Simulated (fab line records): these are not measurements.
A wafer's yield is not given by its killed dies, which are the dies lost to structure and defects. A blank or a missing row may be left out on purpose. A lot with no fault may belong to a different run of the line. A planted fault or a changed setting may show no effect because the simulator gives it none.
Chamber matching	flow n5-finfet	N5_BEOL_M5_ETCH_61 on rie-diel-01: 4 sister chambers
The step etches SiARC in CF4, target depth 15.6 nm, time 26 s. 22 wafers are shown with their chamber, then 11 later ones without.

== WAFERS PAIRED WITH THEIR CHAMBERS ==
wafer	chamber	drypump-motor-current-A (A)	showerhead-plenum-p-Torr (Torr)	throttle-valve-pct (%)
L076.3	0	5.2	2.21	15.68
L076.4	3	6.2	2.10	15.39
L076.6	2	6.1	2.04	15.77
L078.2	0	5.2	2.21	15.68
L078.4	2	6.1	2.03	15.78
L078.5	3	6.2	2.10	15.38
L081.1	1	5.8	2.13	15.57
L081.2	3	6.2	2.10	15.39
L081.5	0	5.2	2.21	15.68
L083.1	2	6.2	2.03	15.80
L083.2	3	6.2	2.10	15.41
L083.5	2	6.1	2.03	15.81
L085.2	0	5.2	2.20	15.69
L085.4	1	5.9	2.13	15.58
L085.6	0	5.2	2.20	15.71
L086.1	0	5.2	2.20	15.68
L086.2	1	5.8	2.13	15.59
L086.4	3	6.2	2.09	15.40
L087.1	3	6.2	2.09	15.42
L087.2	2	6.1	2.03	15.83
L087.6	3	6.2	2.09	15.41
L090.2	3	6.2	2.09	15.42

SIGNATURES, as means of the wafers listed above
reading	chamber 0	chamber 1	chamber 2	chamber 3	scatter within a chamber
drypump-motor-current-A	5.200	5.833	6.120	6.200	0.0285
showerhead-plenum-p-Torr	2.2050	2.1300	2.0320	2.0950	0.00489
throttle-valve-pct	15.6867	15.5800	15.7980	15.4025	0.0163
Rule: for a wafer and a chamber, the distance is found by dividing, reading by reading, the gap between the wafer's reading and the chamber's mean by the reading's scatter, squaring, summing and taking the root. If the next closest chamber is less than 2 further off than the closest, the wafer can't be placed; otherwise it belongs to the closest. The scatter is the square root of a quotient: the sum, over the shown wafers, of each reading's squared deviation from its chamber's mean, divided by wafers minus chambers.

== WAFERS WHOSE CHAMBER IS MISSING ==
wafer	drypump-motor-current-A (A)	showerhead-plenum-p-Torr (Torr)	throttle-valve-pct (%)
L090.3	5.2	2.20	15.72
L090.4	5.8	2.13	15.61
L093.1	6.2	2.09	15.43
L093.2	5.2	2.20	15.72
L093.3	6.3	2.09	15.43
L094.4	6.2	2.09	15.43
L094.5	5.2	2.20	15.74
L094.6	5.8	2.13	15.62
L095.2	5.8	2.12	15.62
L095.4	5.2	2.20	15.75
L095.5	5.8	2.12	15.61

== WHICH CHAMBER EACH WENT THROUGH ==
wafer	from the rows above	in truth
L090.3	0	0
L090.4	1	1
L093.1	3	3
L093.2	0	0
L093.3	3	3
L094.4	3	3
L094.5	0	0
L094.6	1	1
L095.2	1	1
L095.4	0	0
L095.5	1	1
Placed correctly: 11 of 11. Not placeable from these rows: 0. Number placed wrongly: 0.
